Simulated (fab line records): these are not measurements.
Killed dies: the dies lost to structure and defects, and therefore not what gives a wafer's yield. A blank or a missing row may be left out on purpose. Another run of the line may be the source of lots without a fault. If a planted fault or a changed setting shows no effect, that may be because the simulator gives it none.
Comparing a struck lot with a sound one    flow n5 finfet    18 steps out of a route of 1938
Sound: wafers L645.1, L645.3, L645.5. Wafers L649.3, L649.5, L649.6 were the ones struck. At the end, the cause is stated.
Per side, at each step with rows, come the tool, then ch with its chambers, and then its first start. Under that, the readings that differ: sound wafers    struck wafers    difference of the means    sigmas: that difference in standard deviations of wafers without a fault.
alike: readings whose means differ by less than 2 such deviations, and words and numbers that are the same on both sides. not compared: withheld readings, readings that some wafer has no value for, bounds like >300 that may hide the same value, and numbers for which the record gives no deviation and whose values overlap.
The two part at a step that has a row with sigmas, a row that says differs or no value, or rows on one side only. When numbers do not overlap yet have no deviation, they are printed without sigmas and do not part them. A reading missing from all wafers of one side parts the sides only when that side holds two or more wafers.

first, 8 steps without rows for these wafers: N5_BEOL_M4_PRE_CLEAN_56 (time 15 s); N5_BEOL_M4_DEP_57 (deposits SiCN from 3MS/NH3, target thk 8 nm, time 14 s); N5_BEOL_M5_ILD_DEP_00 (deposits SiCOH lowk from DEMS/porogen, target thk 140.64 nm, time 25.9 s); N5_BEOL_M5_CURE_79 (cures SiCOH lowk, time 240 s); N5_BEOL_M5_PECVD_70 (deposits SiO2 from TEOS/O2, target thk 16 nm, time 18 s); N5_BEOL_M5_HM_DEP_02 (deposits TiN, target thk 20 nm); N5_BEOL_M5_COAT_59 (time 60 s, resist thk 60 nm); N5_BEOL_M5_COAT_60 (time 60 s, resist thk 12 nm).
N5_BEOL_M5_COAT_71: time 60 s, resist thk 5 nm.
  sound on litho track-05 ch 0, day 10 02:33; struck on litho track-05 ch 0, day 10 20:41
reading               sound                 struck                difference  sigmas
spin speed rpm (rpm)  1498.8 1500.9 1500.5  1662.4 1662.4 1662.9  +162.5      +99 or more
then, 7 steps without rows for these wafers: N5_BEOL_M5_COAT_05 (resist thk 30 nm); N5_BEOL_M5_EBR_07; N5_BEOL_M5_SOFTBAKE_06 (time 60 s); N5_BEOL_M5_EXPOSE_08 (exposes mask M5, target cd 28 nm); N5_BEOL_M5_PEB_09 (peb time 60 s); N5_BEOL_M5_DEVELOP_10 (develop time 30 s); N5_BEOL_M5_DESCUM_16 (chemistry O2, time 7 s).
N5_BEOL_M5_ETCH_72: etches underlayer in N2/H2, target depth 6.5 nm, time 5.2 s.
  sound on rie diel-03 ch 0,1, day 10 03:13; struck on rie diel-06 ch 2,3, day 10 21:09
reading                      sound              struck           difference  sigmas
drypump motor current A (A)  5.2 5.3 5.2        6.8 6.8 5.7      +1.2        +3
etch rf on time s (s)        5.43 5.28 5.37     4.91 4.85 4.98   -0.45       -4
model.etch.depth nm (nm)     5.032 4.986 5.004  4.75 4.74 4.736  -0.27       
  alike: chamber pressure mTorr, oes product au, rf vpp V, showerhead plenum p Torr, throttle valve pct
  not compared: rf hours counter h
then, 1 step without rows for these wafers: N5_BEOL_M5_ETCH_61 (etches SiARC in CF4, target depth 15.6 nm, time 26 s).

## WHERE THEY PART
Earliest at N5_BEOL_M5_COAT_71; latest, in this record, at N5_BEOL_M5_ETCH_72.

WHY: what had been put in by the simulator
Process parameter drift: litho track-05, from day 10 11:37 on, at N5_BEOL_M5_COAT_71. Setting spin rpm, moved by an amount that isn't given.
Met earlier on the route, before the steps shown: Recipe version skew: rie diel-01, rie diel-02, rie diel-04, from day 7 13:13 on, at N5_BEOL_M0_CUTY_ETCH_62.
